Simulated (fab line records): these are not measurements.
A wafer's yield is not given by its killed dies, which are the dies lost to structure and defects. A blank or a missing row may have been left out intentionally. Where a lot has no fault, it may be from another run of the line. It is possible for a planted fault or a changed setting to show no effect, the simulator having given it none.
Which tool was responsible? :: flow n5-finfet :: 38 wafers from 14 lots sampled at 2 of the route's 1938 steps

WHAT THE GAUGES SHOWED, per wafer
N5_MOL_CONTACT_COAG_CD_MEAS_137 targets a cd of 16 nm.
lot: L221
measured: day 5 13:55
on: cd-sem-02
cd-nm (nm): 16.1 15.7 15.9

lot: L222
measured: day 5 15:55
on: cd-sem-03
cd-nm (nm): 16.1 16.1

lot: L223
measured: day 6 02:14
on: cd-sem-01
cd-nm (nm): 16.0 16.2 15.7

lot: L224
measured: day 6 05:55
on: cd-sem-03
cd-nm (nm): 16.0 16.2 16.3

lot: L225
measured: day 6 10:26
on: cd-sem-03
cd-nm (nm): 15.9 16.0 16.4

lot: L228
measured: day 7 00:24
on: cd-sem-02
cd-nm (nm): 15.9 15.5

lot: L230
measured: day 7 14:13
on: cd-sem-02
cd-nm (nm): 15.8 15.2 15.8

lot: L231
measured: day 7 20:38
on: cd-sem-02
cd-nm (nm): 15.8 16.4

lot: L234
measured: day 8 21:43
on: cd-sem-02
cd-nm (nm): 16.1 16.1 16.6

lot: L235
measured: day 9 00:06
on: cd-sem-01
cd-nm (nm): 15.7 15.7 15.4

lot: L236
measured: day 9 04:38
on: cd-sem-03
cd-nm (nm): 16.4 16.0 16.4

lot: L237
measured: day 9 12:01
on: cd-sem-01
cd-nm (nm): 15.9 15.5 15.7

lot: L242
measured: day 10 14:26
on: cd-sem-02
cd-nm (nm): 15.8 15.6

lot: L243
measured: day 10 23:05
on: cd-sem-02
cd-nm (nm): 16.0 16.1 15.5

WHICH TOOL RAN EACH LOT (tool, then ch and the chambers of the sampled wafers, then the start)
lot: L221
N5_MOL_CONTACT_COAG_ETCHBACK_132: rie-diel-02 ch 2,3, day 5 13:25

lot: L222
N5_MOL_CONTACT_COAG_ETCHBACK_132: rie-diel-03 ch 0,3, day 5 15:25

lot: L223
N5_MOL_CONTACT_COAG_ETCHBACK_132: rie-diel-06 ch 0,2, day 6 01:44

lot: L224
N5_MOL_CONTACT_COAG_ETCHBACK_132: rie-diel-02 ch 0,2, day 6 05:25

lot: L225
N5_MOL_CONTACT_COAG_ETCHBACK_132: rie-diel-06 ch 0,1, day 6 09:56

lot: L228
N5_MOL_CONTACT_COAG_ETCHBACK_132: rie-diel-06 ch 0,1, day 6 23:55

lot: L230
N5_MOL_CONTACT_COAG_ETCHBACK_132: rie-diel-02 ch 0,1,2, day 7 13:44

lot: L231
N5_MOL_CONTACT_COAG_ETCHBACK_132: rie-diel-03 ch 1, day 7 20:08

lot: L234
N5_MOL_CONTACT_COAG_ETCHBACK_132: rie-diel-03 ch 0,2, day 8 21:13

lot: L235
N5_MOL_CONTACT_COAG_ETCHBACK_132: rie-diel-03 ch 0,2,3, day 8 23:36

lot: L236
N5_MOL_CONTACT_COAG_ETCHBACK_132: rie-diel-06 ch 2,3, day 9 04:08

lot: L237
N5_MOL_CONTACT_COAG_ETCHBACK_132: rie-diel-03 ch 0,2,3, day 9 11:32

lot: L242
N5_MOL_CONTACT_COAG_ETCHBACK_132: rie-diel-03 ch 1,3, day 10 13:56

lot: L243
N5_MOL_CONTACT_COAG_ETCHBACK_132: rie-diel-02 ch 0,1, day 10 22:35
- N5_MOL_CONTACT_COAG_ETCHBACK_132: etches SiO2 in CHF3, target depth 10 nm, time 6.7 s.

AS READ BY THE TOOLS THEMSELVES (means over the sampled wafers that have a number; for cases with no such wafer, the mark the record gives instead)
N5_MOL_CONTACT_COAG_ETCHBACK_132.
lot: L221
tool: rie-diel-02
bias-w (W): 170.2
drypump-motor-current-A (A): 5.1
oes-product-au (a.u.): 0.80
rf-vpp-V (V): 521
showerhead-plenum-p-Torr (Torr): 2.40
throttle-valve-pct (%): 18.50

lot: L222
tool: rie-diel-03
bias-w (W): 170.4
drypump-motor-current-A (A): 5.9
oes-product-au (a.u.): 0.87
rf-vpp-V (V): 535
showerhead-plenum-p-Torr (Torr): 2.42
throttle-valve-pct (%): 18.74

lot: L223
tool: rie-diel-06
bias-w (W): 170.0
drypump-motor-current-A (A): 5.5
oes-product-au (a.u.): 0.90
rf-vpp-V (V): 528
showerhead-plenum-p-Torr (Torr): 2.46
throttle-valve-pct (%): 18.24

lot: L224
tool: rie-diel-02
bias-w (W): 170.0
drypump-motor-current-A (A): 5.9
oes-product-au (a.u.): 0.79
rf-vpp-V (V): 525
showerhead-plenum-p-Torr (Torr): 2.35
throttle-valve-pct (%): 18.85

lot: L225
tool: rie-diel-06
bias-w (W): 169.6
drypump-motor-current-A (A): 6.1
oes-product-au (a.u.): 0.85
rf-vpp-V (V): 533
showerhead-plenum-p-Torr (Torr): 2.44
throttle-valve-pct (%): 18.34

lot: L228
tool: rie-diel-06
bias-w (W): 170.1
drypump-motor-current-A (A): 6.2
oes-product-au (a.u.): 0.83
rf-vpp-V (V): 528
showerhead-plenum-p-Torr (Torr): 2.40
throttle-valve-pct (%): 18.43

lot: L230
tool: rie-diel-02
bias-w (W): 169.6
drypump-motor-current-A (A): 5.9
oes-product-au (a.u.): 0.77
rf-vpp-V (V): 528
showerhead-plenum-p-Torr (Torr): 2.38
throttle-valve-pct (%): 18.82

lot: L231
tool: rie-diel-03
bias-w (W): 169.3
drypump-motor-current-A (A): 5.7
oes-product-au (a.u.): 0.93
rf-vpp-V (V): 510
showerhead-plenum-p-Torr (Torr): 2.51
throttle-valve-pct (%): 18.46

lot: L234
tool: rie-diel-03
bias-w (W): 169.7
drypump-motor-current-A (A): 5.7
oes-product-au (a.u.): 0.86
rf-vpp-V (V): 512
showerhead-plenum-p-Torr (Torr): 2.48
throttle-valve-pct (%): 18.90

lot: L235
tool: rie-diel-03
bias-w (W): 169.5
drypump-motor-current-A (A): 5.7
oes-product-au (a.u.): 0.85
rf-vpp-V (V): 525
showerhead-plenum-p-Torr (Torr): 2.44
throttle-valve-pct (%): 18.80

lot: L236
tool: rie-diel-06
bias-w (W): 170.3
drypump-motor-current-A (A): 5.3
oes-product-au (a.u.): 0.86
rf-vpp-V (V): 524
showerhead-plenum-p-Torr (Torr): 2.45
throttle-valve-pct (%): 18.38

lot: L237
tool: rie-diel-03
bias-w (W): 170.3
drypump-motor-current-A (A): 5.8
oes-product-au (a.u.): 0.84
rf-vpp-V (V): 525
showerhead-plenum-p-Torr (Torr): 2.44
throttle-valve-pct (%): 18.81

lot: L242
tool: rie-diel-03
bias-w (W): 170.2
drypump-motor-current-A (A): 5.7
oes-product-au (a.u.): 0.86
rf-vpp-V (V): 530
showerhead-plenum-p-Torr (Torr): 2.46
throttle-valve-pct (%): 18.49

lot: L243
tool: rie-diel-02
bias-w (W): 170.2
drypump-motor-current-A (A): 6.0
oes-product-au (a.u.): 0.93
rf-vpp-V (V): 529
showerhead-plenum-p-Torr (Torr): 2.40
throttle-valve-pct (%): 18.55

THE ANSWER, worked out from the rows above alone
Rule: the usual values come from the lots themselves. Put in order of their means at a reading, lots are off if they are a third of the lots or fewer, leave a main group of 4 or more, and stand apart from it by a gap of 3 or more times the standard deviation of the main group's means; of several such gaps the widest counts. A main group whose means are all the same, to the digits that the tables above print for the reading, isn't used. A lot without any number at a reading at which 4 lots or more have one is off too. Any other lot the step has rows for is counted as sound. The gauges are gone through in route order, then the tools' own readings, and for those a lot's mean is taken as printed above. At the first step where some lot is off, the reading lying furthest off is the one used; lots without a number count as furthest.
None of the lots is off at any reading shown; this tells nothing.

WHAT THE SIMULATOR HAD PUT IN
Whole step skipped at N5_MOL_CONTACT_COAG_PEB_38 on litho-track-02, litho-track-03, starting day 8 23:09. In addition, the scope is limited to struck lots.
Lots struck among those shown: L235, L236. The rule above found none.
